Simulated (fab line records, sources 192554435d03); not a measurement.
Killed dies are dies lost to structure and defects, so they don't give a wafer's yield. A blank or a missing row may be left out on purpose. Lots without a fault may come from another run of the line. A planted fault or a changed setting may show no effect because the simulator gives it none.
Chamber matching | flow n5_finfet | N5_MOL_CONTACT_COAG_ETCH_89 on rie_diel-02: 4 sister chambers
The step etches underlayer in N2/H2, target depth 13 nm, time 10.4 s. 4 wafers are shown with their chamber, then 10 later ones without.

WAFERS WITH THEIR CHAMBER
wafer  | chamber | showerhead_plenum_p_Torr (Torr)
L084.1 | 0       | 2.40
L086.3 | 2       | 2.64
L087.1 | 3       | 2.53
L087.4 | 1       | 2.63

WAFERS WITHOUT THEIR CHAMBER
wafer  | showerhead_plenum_p_Torr (Torr)
L087.5 | 2.63
L089.1 | 2.40
L089.4 | 2.64
L089.5 | 2.64
L090.1 | 2.40
L090.2 | 2.63
L090.5 | 2.63
L097.1 | 2.63
L097.3 | 2.52
L097.5 | 2.63

WHICH CHAMBER EACH WENT THROUGH
wafer  | from the rows above | in truth
L087.5 | 1                   | 1
L089.1 | 0                   | 0
L089.4 | 2                   | 2
L089.5 | 2                   | 2
L090.1 | 0                   | 0
L090.2 | 1                   | 1
L090.5 | 1                   | 1
L097.1 | 1                   | 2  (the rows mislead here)
L097.3 | 3                   | 3
L097.5 | 1                   | 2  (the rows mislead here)
Placed correctly: 8 of 10. Can't be placed from these rows: 0. Placed wrongly: 2.
How it was worked out, from the rows above alone: a wafer's distance from a chamber is the root of the sum, over the readings, of the square of ((its reading less the chamber's mean) divided by the reading's scatter). The wafer belongs to the nearest chamber; if the next one is less than 2 further off, it can't be placed. A chamber's mean is the mean of its shown wafers. The scatter: with one shown wafer a chamber, the root of the mean of the squares of how far each hidden wafer lies from its nearest shown one.
